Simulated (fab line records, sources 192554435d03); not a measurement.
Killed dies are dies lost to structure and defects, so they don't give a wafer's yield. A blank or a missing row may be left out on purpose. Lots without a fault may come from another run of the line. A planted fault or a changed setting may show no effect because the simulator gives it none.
Chamber matching | flow n5_finfet | N5_BEOL_M13_DESCUM_15 on rie_diel-01: 4 sister chambers
The step chemistry O2, time 7.9 s. 8 wafers are shown with their chamber, then 8 later ones without.

WAFERS WITH THEIR CHAMBER
wafer  | chamber | drypump_motor_current_A (A) | showerhead_plenum_p_Torr (Torr)
L074.1 | 1       | 5.47                        | 2.15
L074.5 | 2       | 5.73                        | 2.14
L088.4 | 0       | 5.44                        | 2.00
L088.5 | 3       | 5.14                        | 2.11
L091.1 | 1       | 5.49                        | 2.14
L091.4 | 2       | 5.75                        | 2.13
L091.5 | 0       | 5.38                        | 2.00
L094.1 | 3       | 5.15                        | 2.11

WAFERS WITHOUT THEIR CHAMBER
wafer  | drypump_motor_current_A (A) | showerhead_plenum_p_Torr (Torr)
L094.2 | 5.48                        | 2.14
L094.6 | 5.42                        | 1.99
L097.1 | 5.16                        | 2.11
L097.2 | 5.49                        | 2.14
L097.3 | 5.76                        | 2.13
L095.3 | 5.77                        | 2.13
L095.5 | 5.14                        | 2.11
L095.6 | 5.77                        | 2.13

WHICH CHAMBER EACH WENT THROUGH
wafer  | from the rows above | in truth
L094.2 | 1                   | 1
L094.6 | 0                   | 0
L097.1 | 3                   | 3
L097.2 | 1                   | 1
L097.3 | 2                   | 2
L095.3 | 2                   | 2
L095.5 | 3                   | 3
L095.6 | 2                   | 2
Placed correctly: 8 of 8. Can't be placed from these rows: 0. Placed wrongly: 0.
How it was worked out, from the rows above alone: a wafer's distance from a chamber is the root of the sum, over the readings, of the square of ((its reading less the chamber's mean) divided by the reading's scatter). The wafer belongs to the nearest chamber; if the next one is less than 2 further off, it can't be placed. A chamber's mean is the mean of its shown wafers. The scatter: the root of (the sum of the squares of (reading less its chamber's mean) over the shown wafers, divided by (wafers less chambers)).
